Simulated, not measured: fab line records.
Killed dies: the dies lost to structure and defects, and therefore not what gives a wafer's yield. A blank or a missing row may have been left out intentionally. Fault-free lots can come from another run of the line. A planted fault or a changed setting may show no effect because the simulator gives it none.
Which of the tools did it? ; flow n5Finfet ; 8 lots with 22 wafers sampled at 9 steps, on a route of 1938 steps

== WHAT THE GAUGES READ, wafer by wafer ==
N5_BEOL_M4_RC_MEAS_101. Usual: DIBL_N 36.3 mV/V, standard deviation 1; DIBL_P 36.2 mV/V, standard deviation 1.4; IOFF_N 0.157 nA/um, standard deviation 0.021; IOFF_P 0.206 nA/um, standard deviation 0.025; ION_N 673 uA/um, standard deviation 9; ION_P 461 uA/um, standard deviation 6.4; SS_N 71.5 mV/dec, standard deviation 0.5; SS_P 73.2 mV/dec, standard deviation 0.47; VT_N 249.9 mV, standard deviation 2.4; VT_P -250.6 mV, standard deviation 2.9.
lot;measured;on;DIBL_N (mV/V);DIBL_P (mV/V);IOFF_N (nA/um);IOFF_P (nA/um);ION_N (uA/um);ION_P (uA/um);SS_N (mV/dec);SS_P (mV/dec);VT_N (mV);VT_P (mV);flag
L928;day 8 00:16;prober-01;35.0 35.3 35.6;35.5 34.7 35.7;0.131 0.128 0.131;0.174 0.170 0.179;674 664 665;456 452 456;71.2 71.7 70.8;72.7 73.0 72.5;252.7 252.4 254.0;-254.4 -255.1 -254.1;
L929;day 8 05:33;prober-01;35.3 37.3 34.9;34.4 37.2 34.2;0.136 0.170 0.129;0.177 0.217 0.175;671 682 668;462 467 461;70.8 71.2 70.1;73.1 74.0 73.2;250.8 248.2 250.4;-251.1 -250.9 -252.8;
L930;day 8 10:10;prober-02;36.3 35.5 37.9;36.9 36.1 38.2;0.150 0.134 0.171;0.209 0.194 0.225;659 657 669;457 452 461;71.7 71.6 72.7;72.9 73.6 74.3;252.3 255.2 250.0;-251.1 -251.2 -252.0;
L938;day 9 23:26;prober-02;37.5 35.7;36.7 34.4;0.153 0.135;0.205 0.174;664 659;458 456;71.8 71.9;73.6 72.6;251.9 251.5;-251.3 -251.5;
L939;day 10 18:02;prober-01;36.5 35.5;35.9 35.2;0.161 0.155;0.207 0.199;675 674;461 469;71.6 71.9;72.9 72.5;248.3 249.1;-252.3 -248.3;
L944;day 11 15:38;prober-01;36.5 38.0 36.4;35.7 37.5 35.4;0.142 0.169 0.138;0.199 0.228 0.196;665 666 658;454 463 456;71.3 71.4 71.1;73.1 73.5 73.1;250.0 249.7 250.6;-250.1 -248.1 -253.0;
L947;day 12 17:07;prober-02;37.5 35.4 35.9;35.7 34.3 34.6;0.148 0.120 0.132;0.179 0.157 0.162;665 667 660;448 455 455;71.8 70.2 72.1;73.4 72.9 72.3;251.7 252.6 252.5;-255.2 -255.0 -255.7;
L949;day 13 01:10;prober-01;35.8 36.5 35.6;34.6 34.8 34.3;0.141 0.147 0.142;0.206 0.210 0.208;679 665 681;470 463 472;71.0 71.5 71.0;73.2 72.5 72.6;250.3 248.9 250.8;-247.9 -246.2 -247.9;

N5_BEOL_M10_RS_MEAS_57: measures by four-point-probe. Usual: for M10_RS the level is 0.150 ohm/sq and the standard deviation is 0.003.
lot;measured;on;M10_RS (ohm/sq);flag
L928;day 10 06:41;filmMetro-02;0.157 0.157 0.153;
L929;day 10 11:32;filmMetro-01;0.152 0.149 0.150;
L930;day 10 16:32;filmMetro-01;0.152 0.151 0.150;
L938;day 12 10:49;filmMetro-02;0.154 0.148;
L939;day 12 19:49;filmMetro-01;0.153 0.156;
L944;day 13 20:28;filmMetro-02;0.149 0.149 0.148;
L947;day 15 03:25;filmMetro-01;0.150 0.150 0.150;
L949;day 15 04:59;filmMetro-01;0.148 0.151 0.143;

N5_BEOL_M11_CD_MEAS_18: pitch 140 nm, target cd 70 nm. Usual: cdNm 70.0 nm, standard deviation 0.55.
lot;measured;on;cdNm (nm);flag
L928;day 10 10:13;cdSem-02;70.8 70.5 71.1;
L929;day 10 14:56;cdSem-01;69.2 69.1 69.6;
L930;day 10 19:02;cdSem-03;70.2 70.5 70.4;
L938;day 12 14:25;cdSem-02;69.8 -;
L939;day 12 22:09;cdSem-02;69.6 -;
L944;day 13 22:50;cdSem-02;69.2 69.7 69.2;
L947;day 15 06:43;cdSem-03;69.6 68.9 69.0;
L949;day 15 07:31;cdSem-02;70.9 70.8 71.7;

N5_BEOL_M11_OCD_MEAS_38. Usual: trenchDepthNm 149.9 nm, standard deviation 2.5.
lot;measured;on;trenchDepthNm (nm);flag
L928;day 10 13:54;ocd-01;147.1 146.4 150.2;
L929;day 10 16:23;ocd-01;147.0 147.7 151.2;
L930;day 10 20:16;ocd-02;155.0 155.4 150.0;
L938;day 12 16:58;ocd-02;150.1 15.2;OFF
L939;day 12 23:49;ocd-01;147.8 12.6;OFF
L944;day 14 00:41;ocd-01;148.1 153.1 152.0;
L947;day 15 10:19;ocd-01;152.3 148.1 147.4;
L949;day 15 09:42;ocd-01;147.9 150.6 145.6;

N5_BEOL_M11_CD_MEAS_35: target cd 70 nm. Usual: cdNm 70.0 nm, standard deviation 0.56.
lot;measured;on;cdNm (nm);flag
L928;day 10 14:03;cdSem-03;71.0 70.4 70.6;
L929;day 10 16:32;cdSem-03;69.0 68.9 69.6;
L930;day 10 20:25;cdSem-03;70.3 70.3 70.4;
L938;day 12 17:07;cdSem-01;69.7 -;
L939;day 12 23:58;cdSem-02;69.5 -;
L944;day 14 00:50;cdSem-01;69.1 69.2 69.0;
L947;day 15 10:28;cdSem-01;70.1 69.1 69.3;
L949;day 15 09:51;cdSem-03;71.3 71.0 71.1;

== EACH LOT AND THE TOOL THAT RAN IT (in order: tool; ch and the chambers of the sampled wafers; start) ==
lot;N5_BEOL_M10_DEGAS_44;N5_BEOL_M10_CMP_52;N5_BEOL_M11_ETCH_62;N5_BEOL_M11_VIA_ETCH_34
L928;pvdSputter-03, day 10 05:02;cmp-03 ch 0,1, day 10 06:17;rieDiel-03 ch 0,1, day 10 09:50;rieDiel-05 ch 0,3, day 10 13:37
L929;pvdSputter-01, day 10 09:55;cmp-03 ch 0,2, day 10 11:07;rieDiel-05 ch 0,1,2, day 10 14:34;rieDiel-03 ch 1,2,3, day 10 16:06
L930;pvdSputter-03, day 10 14:27;cmp-04 ch 1,2, day 10 16:09;rieDiel-03 ch 1,2,3, day 10 18:40;rieDiel-01 ch 0,2,3, day 10 19:58
L938;pvdSputter-01, day 12 08:51;cmp-03 ch 0,1, day 12 10:32;rieDiel-03 ch 1,2, day 12 14:06;rieDiel-05 ch 0,3, day 12 16:42
L939;pvdSputter-02, day 12 17:34;cmp-04 ch 1,3, day 12 19:28;rieDiel-03 ch 0,1, day 12 21:47;rieDiel-05 ch 3, day 12 23:32
L944;pvdSputter-02, day 13 18:03;cmp-04 ch 1,2,3, day 13 20:02;rieDiel-01 ch 0,1,2, day 13 22:28;rieDiel-01 ch 0,2, day 14 00:25
L947;pvdSputter-03, day 15 00:37;cmp-04 ch 0,1,2, day 15 03:04;rieDiel-05 ch 0,1,2, day 15 06:15;rieDiel-01 ch 2,3, day 15 10:02
L949;pvdSputter-01, day 15 03:04;cmp-04 ch 0,1,3, day 15 04:36;rieDiel-01 ch 0,2,3, day 15 07:07;rieDiel-05 ch 0,2,3, day 15 09:25
- N5_BEOL_M10_DEGAS_44: time 60 s.
- N5_BEOL_M10_CMP_52: polishes, stops on SiCOH lowk, t overpolish 7 s, target thk 140 nm.
- N5_BEOL_M11_ETCH_62: etches SOC in N2/H2, target depth 110 nm, overetch 22 nm, time 165 s.
- N5_BEOL_M11_VIA_ETCH_34: etches SiCOH lowk in C4F6/O2, target depth 184.5 nm, time 69.2 s.

== AS READ BY THE TOOLS THEMSELVES (means over the sampled wafers that have a number; for cases with no such wafer, the mark the record gives instead) ==
N5_BEOL_M10_DEGAS_44. Usual: heaterPowerW 339 W, standard deviation 35.
lot;tool;heaterPowerW (W);flag
L928;pvdSputter-03;323;
L929;pvdSputter-01;342;
L930;pvdSputter-03;320;
L938;pvdSputter-01;327;
L939;pvdSputter-02;374;
L944;pvdSputter-02;319;
L947;pvdSputter-03;355;
L949;pvdSputter-01;338;

N5_BEOL_M10_CMP_52. Usual: barrierFieldEndpointS 28.9 s, standard deviation 0.67; motorCurrentA 6.2 A, standard deviation 0.67; overpolishRunS 6.999 s, standard deviation 0.0089; retainingRingPressureFrac 1.000, standard deviation 0.0048; slurryFilterDpKPa 13.49 kPa, standard deviation 0.14; timeToEndpointS 66.3 s, standard deviation 2.6.
lot;tool;barrierFieldEndpointS (s);motorCurrentA (A);overpolishRunS (s);retainingRingPressureFrac;slurryFilterDpKPa (kPa);timeToEndpointS (s);flag
L928;cmp-03;29.0;6.0;6.996;0.996;13.58;65.1;
L929;cmp-03;28.7;5.7;6.996;1.005;13.40;64.7;
L930;cmp-04;28.6;7.5;6.993;1.008;13.60;63.5;
L938;cmp-03;29.0;5.7;7.004;1.000;13.59;66.8;
L939;cmp-04;27.6;7.0;6.992;1.000;13.48;62.8;
L944;cmp-04;28.3;6.9;6.992;1.004;13.50;66.0;
L947;cmp-04;29.1;7.1;6.998;0.998;13.30;67.5;
L949;cmp-04;29.1;6.4;6.992;1.001;13.47;68.0;

N5_BEOL_M11_ETCH_62. Usual: drypumpMotorCurrentA 5.6 A, standard deviation 0.59; oesProductAu 0.67 a.u., standard deviation 0.076; rfVppV 524 V, standard deviation 3.2; showerheadPlenumPTorr 2.53 Torr, standard deviation 0.11; tempC 39.98 C, standard deviation 0.1; throttleValvePct 17.76 %, standard deviation 0.19.
lot;tool;drypumpMotorCurrentA (A);oesProductAu (a.u.);rfVppV (V);showerheadPlenumPTorr (Torr);tempC (C);throttleValvePct (%);flag
L928;rieDiel-03;5.4;0.60;526;2.61;39.93;17.83;
L929;rieDiel-05;5.6;0.71;521;2.47;40.02;17.81;
L930;rieDiel-03;5.3;0.63;524;2.54;39.97;17.70;
L938;rieDiel-03;5.3;0.60;526;2.62;40.00;17.73;
L939;rieDiel-03;5.4;0.71;525;2.61;39.98;17.62;
L944;rieDiel-01;6.1;0.70;526;2.63;39.98;17.87;
L947;rieDiel-05;5.6;0.66;521;2.45;40.00;17.86;
L949;rieDiel-01;5.8;0.69;525;2.60;40.03;17.85;

N5_BEOL_M11_VIA_ETCH_34. Usual: drypumpMotorCurrentA 5.7 A, standard deviation 0.65; oes_f_703_au 0.80 a.u., standard deviation 0.089; oesProductAu 0.80 a.u., standard deviation 0.095; rfVppV 663 V, standard deviation 6.1; showerheadPlenumPTorr 2.83 Torr, standard deviation 0.11; throttleValvePct 20.84 %, standard deviation 0.17.
lot;tool;drypumpMotorCurrentA (A);oes_f_703_au (a.u.);oesProductAu (a.u.);rfVppV (V);showerheadPlenumPTorr (Torr);throttleValvePct (%);flag
L928;rieDiel-05;6.1;0.80;0.79;654;2.75;20.93;
L929;rieDiel-03;5.3;0.74;0.74;664;2.84;20.76;
L930;rieDiel-01;5.8;0.89;0.89;663;2.92;20.85;
L938;rieDiel-05;5.8;0.80;0.55;655;2.76;20.84;
L939;rieDiel-05;6.8;0.76;0.53;654;2.73;20.96;
L944;rieDiel-01;6.1;0.86;0.86;665;2.90;20.94;
L947;rieDiel-01;5.9;0.77;0.76;661;2.92;21.07;
L949;rieDiel-05;5.9;0.75;0.74;656;2.73;20.98;

== THE ANSWER, worked out from the rows above alone ==
Rule: a lot counts as off when the mean over its wafers that have a number is more than 3 standard deviations away from the usual mean. A lot without any number at a reading at which 4 lots or more have one is off too. Where the step has rows for the other lots, those lots are counted as sound. The gauges are gone through in route order, then the tools' own readings, and for those a lot's mean is taken as printed above. The first step at which some lot is off is used, and at that step the reading that is off furthest; a lot without a number counts as furthest.
Off: L938, L939, at N5_BEOL_M11_OCD_MEAS_38 (trenchDepthNm).
If a tool, at a process step before that reading, ran all the lots that are off and no sound lot after the first of them, it fits. The gauges at N5_BEOL_M11_OCD_MEAS_38 are tried like those tools. One fits: N5_BEOL_M11_ETCH_62 on rieDiel-03. Its last sound lot is L930 (day 10 18:40), its first lot that is off L938 (day 12 14:06): a fault that began between those two fits.

== WHAT HAD BEEN PUT IN BY THE SIMULATOR ==
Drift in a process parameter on rieDiel-03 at N5_BEOL_M11_ETCH_62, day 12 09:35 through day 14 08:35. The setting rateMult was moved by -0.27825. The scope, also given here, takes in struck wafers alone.
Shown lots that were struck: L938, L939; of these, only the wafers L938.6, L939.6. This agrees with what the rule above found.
